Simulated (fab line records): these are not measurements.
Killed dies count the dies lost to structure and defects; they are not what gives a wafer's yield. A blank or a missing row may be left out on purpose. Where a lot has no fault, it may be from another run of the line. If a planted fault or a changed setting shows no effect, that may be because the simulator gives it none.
Which tool was responsible? || flow n5-finfet || Sampling: 11 lots, 33 wafers, 3 of 1938 route steps

## WHAT EACH GAUGE READ, for each wafer
N5_BEOL_M6_THK_MEAS_53: measures by xrf. Usual: M6_THK typically reads 79.8 nm, with standard deviation 2.4.
{"lot": "L643", "measured": "day 8 22:31", "on": "film-metro-02", "M6_THK (nm)": "77.3 80.4 79.4", "flag": ""}
{"lot": "L646", "measured": "day 9 06:58", "on": "film-metro-02", "M6_THK (nm)": "82.4 80.0 85.0", "flag": ""}
{"lot": "L645", "measured": "day 9 11:30", "on": "film-metro-01", "M6_THK (nm)": "78.3 79.8 79.0", "flag": ""}
{"lot": "L649", "measured": "day 10 12:11", "on": "film-metro-02", "M6_THK (nm)": "77.3 79.9 76.8", "flag": ""}
{"lot": "L651", "measured": "day 10 13:45", "on": "film-metro-02", "M6_THK (nm)": "77.0 76.4 79.4", "flag": ""}
{"lot": "L650", "measured": "day 10 18:29", "on": "film-metro-01", "M6_THK (nm)": "83.2 79.8 81.7", "flag": ""}
{"lot": "L657", "measured": "day 12 02:44", "on": "film-metro-01", "M6_THK (nm)": "80.7 80.6 79.6", "flag": ""}
{"lot": "L659", "measured": "day 13 03:25", "on": "film-metro-02", "M6_THK (nm)": "78.0 79.1 77.4", "flag": ""}
{"lot": "L661", "measured": "day 13 10:07", "on": "film-metro-01", "M6_THK (nm)": "82.4 80.2 81.3", "flag": ""}
{"lot": "L663", "measured": "day 14 01:20", "on": "film-metro-01", "M6_THK (nm)": "82.5 85.3 82.3", "flag": ""}
{"lot": "L664", "measured": "day 14 05:19", "on": "film-metro-01", "M6_THK (nm)": "75.6 77.8 76.5", "flag": ""}

N5_BEOL_M7_OVL_MEAS_12. Usual: M7_OVL typically reads -0.1 nm, with standard deviation 0.66.
{"lot": "L643", "measured": "day 9 00:58", "on": "overlay-01", "M7_OVL (nm)": "0.4 0.0 0.5", "flag": ""}
{"lot": "L646", "measured": "day 9 09:33", "on": "overlay-01", "M7_OVL (nm)": "-0.1 0.2 -0.4", "flag": ""}
{"lot": "L645", "measured": "day 9 13:07", "on": "overlay-01", "M7_OVL (nm)": "0.1 -1.1 -0.9", "flag": ""}
{"lot": "L649", "measured": "day 10 14:25", "on": "overlay-01", "M7_OVL (nm)": "0.5 0.6 -0.3", "flag": ""}
{"lot": "L651", "measured": "day 10 15:31", "on": "overlay-02", "M7_OVL (nm)": "-0.2 0.0 -0.3", "flag": ""}
{"lot": "L650", "measured": "day 10 20:53", "on": "overlay-01", "M7_OVL (nm)": "-0.3 -0.9 -0.5", "flag": ""}
{"lot": "L657", "measured": "day 12 04:46", "on": "overlay-02", "M7_OVL (nm)": "0.0 -0.5 -0.5", "flag": ""}
{"lot": "L659", "measured": "day 13 06:38", "on": "overlay-01", "M7_OVL (nm)": "1.4 0.6 1.1", "flag": ""}
{"lot": "L661", "measured": "day 13 11:32", "on": "overlay-01", "M7_OVL (nm)": "1.4 0.3 0.3", "flag": ""}
{"lot": "L663", "measured": "day 14 02:37", "on": "overlay-02", "M7_OVL (nm)": "-0.4 -0.5 -0.5", "flag": ""}
{"lot": "L664", "measured": "day 14 08:25", "on": "overlay-01", "M7_OVL (nm)": "-0.3 1.0 -0.3", "flag": ""}

## EACH LOT AND THE TOOL THAT RAN IT (in order: tool; ch and the chambers of the sampled wafers; start)
{"lot": "L643", "N5_BEOL_M6_DEP_56": "pecvd-04 ch 0,1, day 8 22:35"}
{"lot": "L646", "N5_BEOL_M6_DEP_56": "pecvd-02 ch 0,1,2, day 9 07:02"}
{"lot": "L645", "N5_BEOL_M6_DEP_56": "pecvd-03 ch 1,2, day 9 11:34"}
{"lot": "L649", "N5_BEOL_M6_DEP_56": "pecvd-02 ch 0,2, day 10 12:16"}
{"lot": "L651", "N5_BEOL_M6_DEP_56": "pecvd-03 ch 0,1,2, day 10 13:49"}
{"lot": "L650", "N5_BEOL_M6_DEP_56": "pecvd-03 ch 1,2, day 10 18:34"}
{"lot": "L657", "N5_BEOL_M6_DEP_56": "pecvd-04 ch 0,1, day 12 02:49"}
{"lot": "L659", "N5_BEOL_M6_DEP_56": "pecvd-04 ch 0,1, day 13 03:29"}
{"lot": "L661", "N5_BEOL_M6_DEP_56": "pecvd-03 ch 0,2, day 13 10:11"}
{"lot": "L663", "N5_BEOL_M6_DEP_56": "pecvd-04 ch 0,1,2, day 14 01:25"}
{"lot": "L664", "N5_BEOL_M6_DEP_56": "pecvd-03 ch 0,1,2, day 14 05:23"}
- N5_BEOL_M6_DEP_56: deposits SiCN from 3MS/NH3, target thk 10 nm, time 17.5 s.

## AS READ BY THE TOOLS THEMSELVES (means over the sampled wafers that have a number; for cases with no such wafer, the mark the record gives instead)
N5_BEOL_M6_DEP_56. Usual: showerhead-plenum-p-Torr 3.667 Torr, standard deviation 0.0099; throttle-valve-pct 9.3 %, standard deviation 0.63.
{"lot": "L643", "tool": "pecvd-04", "showerhead-plenum-p-Torr (Torr)": 3.663, "throttle-valve-pct (%)": 9.4, "flag": ""}
{"lot": "L646", "tool": "pecvd-02", "showerhead-plenum-p-Torr (Torr)": 3.667, "throttle-valve-pct (%)": 9.3, "flag": ""}
{"lot": "L645", "tool": "pecvd-03", "showerhead-plenum-p-Torr (Torr)": 3.667, "throttle-valve-pct (%)": 9.1, "flag": ""}
{"lot": "L649", "tool": "pecvd-02", "showerhead-plenum-p-Torr (Torr)": 3.660, "throttle-valve-pct (%)": 9.0, "flag": ""}
{"lot": "L651", "tool": "pecvd-03", "showerhead-plenum-p-Torr (Torr)": 3.672, "throttle-valve-pct (%)": 9.4, "flag": ""}
{"lot": "L650", "tool": "pecvd-03", "showerhead-plenum-p-Torr (Torr)": 3.672, "throttle-valve-pct (%)": 9.1, "flag": ""}
{"lot": "L657", "tool": "pecvd-04", "showerhead-plenum-p-Torr (Torr)": 3.658, "throttle-valve-pct (%)": 9.8, "flag": ""}
{"lot": "L659", "tool": "pecvd-04", "showerhead-plenum-p-Torr (Torr)": 3.657, "throttle-valve-pct (%)": 9.9, "flag": ""}
{"lot": "L661", "tool": "pecvd-03", "showerhead-plenum-p-Torr (Torr)": 3.678, "throttle-valve-pct (%)": 9.1, "flag": ""}
{"lot": "L663", "tool": "pecvd-04", "showerhead-plenum-p-Torr (Torr)": 3.668, "throttle-valve-pct (%)": 9.2, "flag": ""}
{"lot": "L664", "tool": "pecvd-03", "showerhead-plenum-p-Torr (Torr)": 3.679, "throttle-valve-pct (%)": 9.5, "flag": ""}

## THE ANSWER, worked out from the rows above alone
Rule: a lot counts as off when the mean over its wafers that have a number is more than 3 standard deviations away from the usual mean. A lot without any number at a reading at which 4 lots or more have one is off too. Where the step has rows for the other lots, those lots are counted as sound. Order of review: gauges by route order, followed by the tools' own readings, for which a lot's mean as printed above is used. At the first step where some lot is off, the reading lying furthest off is the one used; lots without a number count as furthest.
No lot is off at any reading shown: from this, nothing can be told.

## WHAT HAD BEEN PUT IN BY THE SIMULATOR
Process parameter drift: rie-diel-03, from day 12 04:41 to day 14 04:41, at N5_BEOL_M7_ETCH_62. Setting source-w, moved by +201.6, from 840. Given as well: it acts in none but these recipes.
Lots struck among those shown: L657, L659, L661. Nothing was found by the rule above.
